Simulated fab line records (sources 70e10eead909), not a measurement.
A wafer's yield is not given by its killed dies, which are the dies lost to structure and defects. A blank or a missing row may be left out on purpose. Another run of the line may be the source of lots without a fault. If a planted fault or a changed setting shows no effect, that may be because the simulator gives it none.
Which tool did it? + flow nandHarc + 13 lots with 39 wafers sampled at 6 steps, on a route of 1302 steps

== WHAT EACH GAUGE READ, for each wafer ==
NHARC_A_ONON_D1_THK_MEAS_08: measures by ellipsometry. Usual: thkNm at 1000 nm, with a standard deviation of 12.
| lot  | measured     | on           | thkNm (nm)     | flag |
|------|--------------|--------------|----------------|------|
| L984 | day 8 07:44  | filmMetro-02 | 989 988 987    |      |
| L988 | day 9 19:46  | filmMetro-02 | 1000 999 999   |      |
| L991 | day 11 02:30 | filmMetro-02 | 990 989 992    |      |
| L993 | day 11 22:27 | filmMetro-01 | 990 985 988    |      |
| L994 | day 12 16:25 | filmMetro-02 | 1011 1010 1010 |      |
| L997 | day 13 19:05 | filmMetro-02 | 1001 1001 998  |      |
| L998 | day 13 19:05 | filmMetro-02 | 1005 1006 1005 |      |
| L999 | day 14 22:01 | filmMetro-02 | 985 985 985    |      |
| L100 | day 14 22:02 | filmMetro-01 | 1005 1005 1004 |      |
| L102 | day 15 17:56 | filmMetro-01 | 997 996 997    |      |
| L103 | day 15 22:32 | filmMetro-02 | 991 992 992    |      |
| L104 | day 16 20:01 | filmMetro-01 | 973 974 974    |      |
| L106 | day 17 16:26 | filmMetro-02 | 998 998 998    |      |

NHARC_A_ONON_D1_THK_MEAS_30: measures by ellipsometry. Usual: thkNm at 1000 nm, with a standard deviation of 11.
| lot  | measured     | on           | thkNm (nm)     | flag |
|------|--------------|--------------|----------------|------|
| L984 | day 8 19:15  | filmMetro-01 | 980 979 980    |      |
| L988 | day 10 10:06 | filmMetro-01 | 1010 1009 1009 |      |
| L991 | day 11 14:31 | filmMetro-02 | 1002 1002 1003 |      |
| L993 | day 12 09:53 | filmMetro-02 | 1518 995 993   | OFF  |
| L994 | day 13 03:36 | filmMetro-01 | 1539 1013 1013 | OFF  |
| L997 | day 14 06:41 | filmMetro-01 | 997 994 996    |      |
| L998 | day 14 07:02 | filmMetro-01 | 994 992 993    |      |
| L999 | day 15 09:10 | filmMetro-01 | 1008 1007 1007 |      |
| L100 | day 15 09:11 | filmMetro-02 | 1009 1008 1010 |      |
| L102 | day 16 06:03 | filmMetro-02 | 1002 1002 1001 |      |
| L103 | day 16 13:53 | filmMetro-02 | 981 981 982    |      |
| L104 | day 17 07:15 | filmMetro-02 | 1006 1001 1003 |      |
| L106 | day 18 03:37 | filmMetro-01 | 997 995 994    |      |

NHARC_END_SORT_01. Usual: killedAtArray 54, standard deviation 17; killedAtOther 0.7, standard deviation 1; killedAtPeriphery 3.7, standard deviation 2.9; killedDies 58, standard deviation 16; killedOpen 3.2, standard deviation 1.9; killedShort 2.2, standard deviation 1.5.
| lot  | measured     | on        | killedAtArray | killedAtOther | killedAtPeriphery | killedDies | killedOpen | killedShort | flag |
|------|--------------|-----------|---------------|---------------|-------------------|------------|------------|-------------|------|
| L993 | day 28 06:55 | prober-02 | 676 65 70     | 1 0 0         | 0 3 0             | 677 68 70  | 4 4 4      | 1 4 2       | OFF  |
| L994 | day 28 23:13 | prober-01 | 674 45 43     | 0 0 0         | 3 5 6             | 677 50 49  | 7 0 1      | 1 2 3       | OFF  |
| L998 | day 30 04:11 | prober-02 | 68 54 91      | 1 1 0         | 8 3 8             | 77 58 99   | 2 5 3      | 4 1 1       |      |
| L100 | day 31 08:20 | prober-01 | 50 59 71      | 0 0 0         | 3 6 12            | 53 65 83   | 2 4 7      | 1 5 1       |      |

== WHICH TOOL RAN EACH LOT (tool, then ch and the chambers of the sampled wafers, then the start) ==
| lot  | NHARC_A_ZERO_WELL_RTA_16        | NHARC_A_ONON_D1_DEP_28          | NHARC_A_ONON_D1_DEP_33          |
|------|---------------------------------|---------------------------------|---------------------------------|
| L984 | rtpAnneal-02 ch 0, day 7 08:09  | pecvdOnon-01 ch 0, day 8 18:44  | pecvd-02 ch 0,1,2, day 8 19:19  |
| L988 | rtpAnneal-01 ch 0, day 8 20:21  | pecvdOnon-04 ch 0, day 10 09:42 | pecvd-02 ch 0,1,2, day 10 10:09 |
| L991 | rtpAnneal-01 ch 0, day 10 02:22 | pecvdOnon-03 ch 0, day 11 14:02 | pecvd-02 ch 1,2, day 11 14:39   |
| L993 | rtpAnneal-01 ch 0, day 11 00:22 | pecvdOnon-04 ch 0, day 12 09:29 | pecvd-02 ch 1,2, day 12 10:02   |
| L994 | rtpAnneal-02 ch 0, day 11 14:49 | pecvdOnon-04 ch 0, day 13 03:05 | pecvd-02 ch 0,1,2, day 13 03:43 |
| L997 | rtpAnneal-02 ch 0, day 12 20:49 | pecvdOnon-01 ch 0, day 14 06:20 | pecvd-02 ch 0,1,2, day 14 07:01 |
| L998 | rtpAnneal-02 ch 0, day 12 21:32 | pecvdOnon-01 ch 0, day 14 06:38 | pecvd-02 ch 0,1, day 14 07:15   |
| L999 | rtpAnneal-01 ch 0, day 13 19:57 | pecvdOnon-01 ch 0, day 15 08:43 | pecvd-03 ch 0,2, day 15 09:13   |
| L100 | rtpAnneal-01 ch 0, day 13 20:33 | pecvdOnon-04 ch 0, day 15 08:47 | pecvd-02 ch 0,1,2, day 15 09:17 |
| L102 | rtpAnneal-02 ch 0, day 14 18:37 | pecvdOnon-01 ch 0, day 16 05:31 | pecvd-01 ch 0,2, day 16 06:07   |
| L103 | rtpAnneal-02 ch 0, day 14 23:23 | pecvdOnon-04 ch 0, day 16 13:26 | pecvd-01 ch 0,1, day 16 13:57   |
| L104 | rtpAnneal-02 ch 0, day 15 22:42 | pecvdOnon-04 ch 0, day 17 06:47 | pecvd-02 ch 0,1, day 17 07:19   |
| L106 | rtpAnneal-02 ch 0, day 16 13:09 | pecvdOnon-01 ch 0, day 18 03:10 | pecvd-01 ch 0,2, day 18 03:46   |
- NHARC_A_ZERO_WELL_RTA_16: time 10 s.
- NHARC_A_ONON_D1_DEP_28: target thk 1000 nm.
- NHARC_A_ONON_D1_DEP_33: deposits SiO2, target thk 200 nm.

== AS READ BY THE TOOLS THEMSELVES (means over the sampled wafers that have a number; for cases with no such wafer, the mark the record gives instead) ==
NHARC_A_ZERO_WELL_RTA_16. Usual: lampPowerPct 31.7 %, standard deviation 2.6; wafer_temp_C_max 1003.1, standard deviation 0.84.
| lot  | tool         | lampPowerPct (%) | wafer_temp_C_max | flag |
|------|--------------|------------------|------------------|------|
| L984 | rtpAnneal-02 | 33.9             | 1003.3           |      |
| L988 | rtpAnneal-01 | 28.6             | 1002.5           |      |
| L991 | rtpAnneal-01 | 28.7             | 1002.5           |      |
| L993 | rtpAnneal-01 | 28.7             | 1002.7           |      |
| L994 | rtpAnneal-02 | 33.9             | 1003.8           |      |
| L997 | rtpAnneal-02 | 34.0             | 1003.9           |      |
| L998 | rtpAnneal-02 | 33.9             | 1003.2           |      |
| L999 | rtpAnneal-01 | 28.7             | 1002.4           |      |
| L100 | rtpAnneal-01 | 28.7             | 1002.5           |      |
| L102 | rtpAnneal-02 | 33.9             | 1003.5           |      |
| L103 | rtpAnneal-02 | 34.0             | 1003.6           |      |
| L104 | rtpAnneal-02 | 33.9             | 1003.8           |      |
| L106 | rtpAnneal-02 | 33.9             | 1003.9           |      |

NHARC_A_ONON_D1_DEP_28. Usual: n2FlowSccm 2750 sccm, standard deviation 8.9; n2oFlowSccm 2000 sccm, standard deviation 5.6; sih4FlowSccm 210.1 sccm, standard deviation 0.67.
| lot  | tool         | n2FlowSccm (sccm) | n2oFlowSccm (sccm) | sih4FlowSccm (sccm) | flag |
|------|--------------|-------------------|--------------------|---------------------|------|
| L984 | pecvdOnon-01 | 2757              | 2003               | 210.7               |      |
| L988 | pecvdOnon-04 | 2765              | 2001               | 209.8               |      |
| L991 | pecvdOnon-03 | 2756              | 1999               | 210.0               |      |
| L993 | pecvdOnon-04 | 2744              | 2000               | 209.3               |      |
| L994 | pecvdOnon-04 | 2742              | 1995               | 209.1               |      |
| L997 | pecvdOnon-01 | 2745              | 1998               | 209.8               |      |
| L998 | pecvdOnon-01 | 2743              | 2002               | 210.0               |      |
| L999 | pecvdOnon-01 | 2751              | 2001               | 210.2               |      |
| L100 | pecvdOnon-04 | 2743              | 2002               | 211.0               |      |
| L102 | pecvdOnon-01 | 2755              | 1999               | 210.4               |      |
| L103 | pecvdOnon-04 | 2742              | 2001               | 209.7               |      |
| L104 | pecvdOnon-04 | 2749              | 2002               | 211.0               |      |
| L106 | pecvdOnon-01 | 2744              | 2002               | 210.9               |      |

NHARC_A_ONON_D1_DEP_33. Usual: heaterPowerW 585 W, standard deviation 120; throttleValvePct 15.9 %, standard deviation 0.43.
| lot  | tool     | heaterPowerW (W) | throttleValvePct (%) | flag |
|------|----------|------------------|----------------------|------|
| L984 | pecvd-02 | 586              | 16.0                 |      |
| L988 | pecvd-02 | 523              | 16.0                 |      |
| L991 | pecvd-02 | 489              | 15.3                 |      |
| L993 | pecvd-02 | 455              | 15.5                 |      |
| L994 | pecvd-02 | 555              | 15.7                 |      |
| L997 | pecvd-02 | 518              | 15.9                 |      |
| L998 | pecvd-02 | 553              | 16.1                 |      |
| L999 | pecvd-03 | 385              | 16.0                 |      |
| L100 | pecvd-02 | 573              | 16.0                 |      |
| L102 | pecvd-01 | 626              | 16.2                 |      |
| L103 | pecvd-01 | 640              | 16.2                 |      |
| L104 | pecvd-02 | 518              | 15.9                 |      |
| L106 | pecvd-01 | 601              | 15.9                 |      |

== THE ANSWER, worked out from the rows above alone ==
Rule: a lot is off if the mean of its wafers that have a number lies more than 3 standard deviations from the usual mean. Also off: a lot with no number at a reading for which 4 or more lots have one. Where the step has rows for the other lots, those lots are counted as sound. First the gauges in route order, then the tools' own readings, where a lot's mean is used as printed above. The first step at which some lot is off is used, and at that step the reading that is off furthest; a lot without a number counts as furthest.
Off at NHARC_A_ONON_D1_THK_MEAS_30 (thkNm): L993, L994.
If a tool, at a process step before that reading, ran all the lots that are off and no sound lot after the first of them, it fits. The gauges at NHARC_A_ONON_D1_THK_MEAS_30 aren't tried: what is off there is off at NHARC_END_SORT_01 too, on other tools, and a gauge's error can't cause that. Of those tried, none fits.

== WHAT THE SIMULATOR PUT IN ==
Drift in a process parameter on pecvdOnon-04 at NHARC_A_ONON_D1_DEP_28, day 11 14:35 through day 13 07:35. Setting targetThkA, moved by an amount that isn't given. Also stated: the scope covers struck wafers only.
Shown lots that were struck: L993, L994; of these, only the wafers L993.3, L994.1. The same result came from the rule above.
